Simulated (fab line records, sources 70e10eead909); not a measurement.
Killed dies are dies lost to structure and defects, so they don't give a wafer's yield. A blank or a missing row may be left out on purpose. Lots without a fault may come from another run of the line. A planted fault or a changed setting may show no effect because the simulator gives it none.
Which tool did it? | flow nand_harc | 12 lots, 36 wafers sampled, at 5 steps of a route of 1302

WHAT THE GAUGES READ, wafer by wafer
NHARC_A_ONON_D1_THK_MEAS_21: measures by ellipsometry. Usual: thk_nm 1000 nm, standard deviation 10.
lot  | measured     | on            | thk_nm (nm)    | flag
L687 | day 8 12:05  | film_metro-02 | 1017 1017 1017 |
L688 | day 8 19:41  | film_metro-01 | 998 997 995    |
L690 | day 9 11:35  | film_metro-02 | 1018 1018 1019 |
L692 | day 10 03:55 | film_metro-01 | 1008 1009 1009 |
L698 | day 13 03:49 | film_metro-02 | 988 986 985    |
L700 | day 13 03:52 | film_metro-02 | 1001 1001 1002 |
L702 | day 14 05:02 | film_metro-02 | 992 994 992    |
L706 | day 16 13:08 | film_metro-02 | 1011 1012 1011 |
L708 | day 16 20:56 | film_metro-01 | 981 981 982    |
L707 | day 16 20:56 | film_metro-01 | 1008 1007 1004 |
L709 | day 17 12:40 | film_metro-02 | 988 987 987    |
L710 | day 17 12:40 | film_metro-01 | 1001 1003 1001 |

NHARC_END_SORT_01. Usual: killed_at_array 59, standard deviation 20; killed_at_other 0.8, standard deviation 1; killed_at_periphery 3.2, standard deviation 2.1; killed_dies 63, standard deviation 21; killed_open 3.0, standard deviation 1.9; killed_short 2.3, standard deviation 1.5.
lot  | measured     | on        | killed_at_array | killed_at_other | killed_at_periphery | killed_dies | killed_open | killed_short | flag
L698 | day 29 14:40 | prober-01 | 673 674 668     | 0 0 2           | 4 3 7               | 677 677 677 | 5 2 2       | 2 1 1        | OFF
L700 | day 29 22:28 | prober-01 | 674 674 677     | 0 0 0           | 3 3 0               | 677 677 677 | 2 5 0       | 0 1 2        | OFF
L702 | day 30 14:04 | prober-01 | 673 675 675     | 0 0 0           | 4 2 2               | 677 677 677 | 4 3 4       | 2 2 0        | OFF

WHICH TOOL RAN EACH LOT (tool, then ch and the chambers of the sampled wafers, then the start)
lot  | NHARC_A_ONON_D1_DEP_33          | NHARC_A_CHANNEL_HOLE_D1_DEP_01  | NHARC_A_CHANNEL_HOLE_D1_ETCH_38
L687 | pecvd-04 ch 0,1, day 8 13:52    | pecvd-03 ch 0,2, day 8 16:52    | rie_diel-09 ch 0,3, day 8 17:49
L688 | pecvd-01 ch 0,2, day 8 21:26    | pecvd-02 ch 0,2, day 8 23:56    | rie_diel-09 ch 1,3, day 9 00:56
L690 | pecvd-02 ch 0,1,2, day 9 13:29  | pecvd-01 ch 0,1,2, day 9 17:33  | rie_diel-07 ch 0,1,3, day 9 18:29
L692 | pecvd-02 ch 0,1,2, day 10 05:40 | pecvd-02 ch 1,2, day 10 09:55   | rie_diel-09 ch 0,1,2, day 10 10:55
L698 | pecvd-02 ch 0, day 13 05:37     | pecvd-01 ch 0,2, day 13 09:39   | rie_diel-09 ch 0,1, day 13 10:44
L700 | pecvd-04 ch 1,2, day 13 05:37   | pecvd-02 ch 0,1, day 13 08:25   | rie_diel-09 ch 0,2, day 13 09:32
L702 | pecvd-02 ch 0,1, day 14 06:49   | pecvd-02 ch 0,1,2, day 14 10:31 | rie_diel-07 ch 0,2,3, day 14 11:22
L706 | pecvd-01 ch 0,1,2, day 16 14:53 | pecvd-01 ch 1,2, day 16 18:26   | rie_diel-09 ch 1,2,3, day 16 19:25
L708 | pecvd-04 ch 0,1,2, day 16 22:44 | pecvd-03 ch 0,1,2, day 17 01:13 | rie_diel-09 ch 0,1, day 17 02:01
L707 | pecvd-02 ch 0,1, day 16 22:42   | pecvd-01 ch 0,2, day 17 02:10   | rie_diel-09 ch 2,3, day 17 03:09
L709 | pecvd-02 ch 1,2, day 17 14:25   | pecvd-02 ch 0,2, day 17 17:32   | rie_diel-07 ch 0,2,3, day 17 18:33
L710 | pecvd-01 ch 0,1,2, day 17 14:28 | pecvd-01 ch 0,1, day 17 16:53   | rie_diel-09 ch 1,2,3, day 17 17:44
- NHARC_A_ONON_D1_DEP_33: deposits SiO2, target thk 200 nm.
- NHARC_A_CHANNEL_HOLE_D1_DEP_01: deposits SiON, target thk 140 nm.
- NHARC_A_CHANNEL_HOLE_D1_ETCH_38: etches the open film in CF4, target depth 39 nm, time 65 s.

WHAT THE TOOLS THEMSELVES READ (means of the sampled wafers that have a number; where no wafer has one, the mark that the record gives instead)
NHARC_A_ONON_D1_DEP_33. Usual: chamber_pressure_Torr 6.499 Torr, standard deviation 0.014; flow_sccm 2649 sccm, standard deviation 8.5; heater_power_outer_w 311 W, standard deviation 77; heater_power_w 585 W, standard deviation 110; susceptor_temp_C 400.04 C, standard deviation 0.21; throttle_valve_pct 16.3 %, standard deviation 0.63.
lot  | tool     | chamber_pressure_Torr (Torr) | flow_sccm (sccm) | heater_power_outer_w (W) | heater_power_w (W) | susceptor_temp_C (C) | throttle_valve_pct (%) | flag
L687 | pecvd-04 | 6.487                        | 2649             | 237                      | 499                | 399.98               | 16.7                   |
L688 | pecvd-01 | 6.501                        | 2651             | 244                      | 490                | 400.02               | 16.1                   |
L690 | pecvd-02 | 6.500                        | 2645             | 351                      | 644                | 400.12               | 16.0                   |
L692 | pecvd-02 | 6.512                        | 2645             | 377                      | 691                | 399.96               | 15.9                   |
L698 | pecvd-02 | 6.507                        | 2629             | 265                      | 531                | 400.29               | 15.6                   |
L700 | pecvd-04 | 6.487                        | 2651             | 261                      | 501                | 399.83               | 15.6                   |
L702 | pecvd-02 | 6.493                        | 2656             | 340                      | 609                | 399.84               | 15.6                   |
L706 | pecvd-01 | 6.497                        | 2651             | 235                      | 470                | 399.99               | 16.1                   |
L708 | pecvd-04 | 6.499                        | 2652             | 317                      | 588                | 400.08               | 16.3                   |
L707 | pecvd-02 | 6.498                        | 2654             | 337                      | 614                | 400.08               | 15.7                   |
L709 | pecvd-02 | 6.491                        | 2652             | 376                      | 668                | 400.12               | 16.2                   |
L710 | pecvd-01 | 6.520                        | 2654             | 285                      | 545                | 400.14               | 16.2                   |

NHARC_A_CHANNEL_HOLE_D1_DEP_01. Usual: chamber_pressure_Torr 3.500 Torr, standard deviation 0.0089; heater_power_outer_w 450 W, standard deviation 62; heater_power_w 766 W, standard deviation 90; susceptor_temp_C 400.01 C, standard deviation 0.23.
lot  | tool     | chamber_pressure_Torr (Torr) | heater_power_outer_w (W) | heater_power_w (W) | susceptor_temp_C (C) | flag
L687 | pecvd-03 | 3.500                        | 481                      | 793                | 399.98               |
L688 | pecvd-02 | 3.501                        | 467                      | 838                | 399.85               |
L690 | pecvd-01 | 3.502                        | 409                      | 712                | 400.08               |
L692 | pecvd-02 | 3.495                        | 544                      | 930                | 400.06               |
L698 | pecvd-01 | -                            | -                        | -                  | -                    | OFF
L700 | pecvd-02 | -                            | -                        | -                  | -                    | OFF
L702 | pecvd-02 | -                            | -                        | -                  | -                    | OFF
L706 | pecvd-01 | 3.500                        | 427                      | 728                | 400.04               |
L708 | pecvd-03 | 3.501                        | 451                      | 752                | 400.06               |
L707 | pecvd-01 | 3.499                        | 363                      | 655                | 400.23               |
L709 | pecvd-02 | 3.503                        | 466                      | 830                | 400.17               |
L710 | pecvd-01 | 3.507                        | 441                      | 734                | 400.02               |

NHARC_A_CHANNEL_HOLE_D1_ETCH_38. Usual: drypump_motor_current_A 5.7 A, standard deviation 0.46; oes_product_au 1.004 a.u., standard deviation 0.01; rf_vpp_V 151.6 V, standard deviation 1.5; showerhead_plenum_p_Torr 1.79 Torr, standard deviation 0.088; throttle_valve_pct 13.284 %, standard deviation 0.0087.
lot  | tool        | drypump_motor_current_A (A) | oes_product_au (a.u.) | rf_vpp_V (V) | showerhead_plenum_p_Torr (Torr) | throttle_valve_pct (%) | flag
L687 | rie_diel-09 | 5.6                         | 1.013                 | 152.3        | 1.87                            | 13.295                 |
L688 | rie_diel-09 | 6.0                         | 1.010                 | 152.4        | 1.78                            | 13.282                 |
L690 | rie_diel-07 | 6.0                         | 0.998                 | 151.9        | 1.78                            | 13.284                 |
L692 | rie_diel-09 | 5.5                         | 1.006                 | 152.0        | 1.80                            | 13.286                 |
L698 | rie_diel-09 | 5.8                         | 1.006                 | 150.5        | 1.73                            | 13.287                 |
L700 | rie_diel-09 | 5.2                         | 1.011                 | 151.8        | 1.86                            | 13.282                 |
L702 | rie_diel-07 | 5.9                         | 0.992                 | 151.1        | 1.73                            | 13.274                 |
L706 | rie_diel-09 | 5.7                         | 1.012                 | 150.7        | 1.78                            | 13.283                 |
L708 | rie_diel-09 | 5.6                         | 1.005                 | 151.9        | 1.81                            | 13.285                 |
L707 | rie_diel-09 | 5.7                         | 1.016                 | 152.3        | 1.84                            | 13.291                 |
L709 | rie_diel-07 | 5.9                         | 0.997                 | 150.0        | 1.73                            | 13.277                 |
L710 | rie_diel-09 | 5.7                         | 1.010                 | 151.6        | 1.78                            | 13.277                 |

THE ANSWER, worked out from the rows above alone
Rule: a lot is off if the mean of its wafers that have a number lies more than 3 standard deviations from the usual mean. A lot without any number at a reading at which 4 lots or more have one is off too. The other lots that the step has rows for count as sound. The gauges are gone through in route order, then the tools' own readings, and for those a lot's mean is taken as printed above. The first step at which some lot is off is used, and at that step the reading that is off furthest; a lot without a number counts as furthest.
Off: L698, L700, L702, at NHARC_END_SORT_01 (killed_at_array). Neither off nor sound, because the step has no rows for them: L687, L688, L690, L692, L706, L708, L707, L709, L710.
A tool fits if, at a process step before that reading, it ran every lot that is off, and no sound lot after the first of them. The gauges at NHARC_END_SORT_01 aren't tried: what is off there is off at NHARC_A_CHANNEL_HOLE_D1_DEP_01 too, on other tools, and a gauge's error can't cause that. None of those tried fits.

WHAT THE SIMULATOR HAD PUT IN
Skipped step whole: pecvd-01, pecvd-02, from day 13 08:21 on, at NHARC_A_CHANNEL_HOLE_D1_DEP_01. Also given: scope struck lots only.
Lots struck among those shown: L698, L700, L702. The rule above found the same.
